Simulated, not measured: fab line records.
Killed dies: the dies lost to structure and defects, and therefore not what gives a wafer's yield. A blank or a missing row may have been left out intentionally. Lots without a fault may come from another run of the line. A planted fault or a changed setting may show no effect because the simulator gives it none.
Matching of chambers :: flow n5-finfet :: N5_ZERO_LAYER_PECVD_02 on pecvd-04 has 3 sister chambers
The step deposits SiO2 from SiH4/N2O, target thk 10 nm, time 6 s. 6 wafers are shown with their chamber, then 7 later ones without.

== EACH WAFER AND ITS CHAMBER ==
wafer: L077.4
chamber: 1
showerhead-plenum-p-Torr (Torr): 8.19
heater-power-w (W): 892

wafer: L081.4
chamber: 1
showerhead-plenum-p-Torr (Torr): 8.22
heater-power-w (W): 834

wafer: L084.5
chamber: 0
showerhead-plenum-p-Torr (Torr): 8.05
heater-power-w (W): 775

wafer: L084.6
chamber: 2
showerhead-plenum-p-Torr (Torr): 8.10
heater-power-w (W): 702

wafer: L087.1
chamber: 0
showerhead-plenum-p-Torr (Torr): 8.06
heater-power-w (W): 826

wafer: L087.5
chamber: 2
showerhead-plenum-p-Torr (Torr): 8.07
heater-power-w (W): 749

== WAFERS WITH NO CHAMBER GIVEN ==
wafer: L087.6
showerhead-plenum-p-Torr (Torr): 8.05
heater-power-w (W): 821

wafer: L089.1
showerhead-plenum-p-Torr (Torr): 8.20
heater-power-w (W): 919

wafer: L089.4
showerhead-plenum-p-Torr (Torr): 8.17
heater-power-w (W): 895

wafer: L089.5
showerhead-plenum-p-Torr (Torr): 8.05
heater-power-w (W): 799

wafer: L091.3
showerhead-plenum-p-Torr (Torr): 8.04
heater-power-w (W): 773

wafer: L091.4
showerhead-plenum-p-Torr (Torr): 8.06
heater-power-w (W): 758

wafer: L091.5
showerhead-plenum-p-Torr (Torr): 8.08
heater-power-w (W): 769

== CHAMBER TAKEN BY EACH ==
wafer: L087.6
from the rows above: 0
in truth: 0

wafer: L089.1
from the rows above: 1
in truth: 1

wafer: L089.4
from the rows above: 1
in truth: 1

wafer: L089.5
from the rows above: 0
in truth: 0

wafer: L091.3
from the rows above: can't be placed: 0 or 2
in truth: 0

wafer: L091.4
from the rows above: can't be placed: 0 or 2
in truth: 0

wafer: L091.5
from the rows above: can't be placed: 2 or 0
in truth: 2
4 of 7 placed correctly. Unplaceable from these rows: 3, with the true chamber sitting among the candidates in 3. Number placed wrongly: 0.
How it was worked out, from the rows above alone: a wafer's distance from a chamber is the root of the sum, over the readings, of the square of ((its reading less the chamber's mean) divided by the reading's scatter). The wafer belongs to the nearest chamber; if the next one is less than 2 further off, it can't be placed. Each chamber's mean is taken over the wafers shown for it. The scatter: take each reading less its chamber's mean, square it, sum over the shown wafers, divide by the number of wafers less the number of chambers, and take the root.
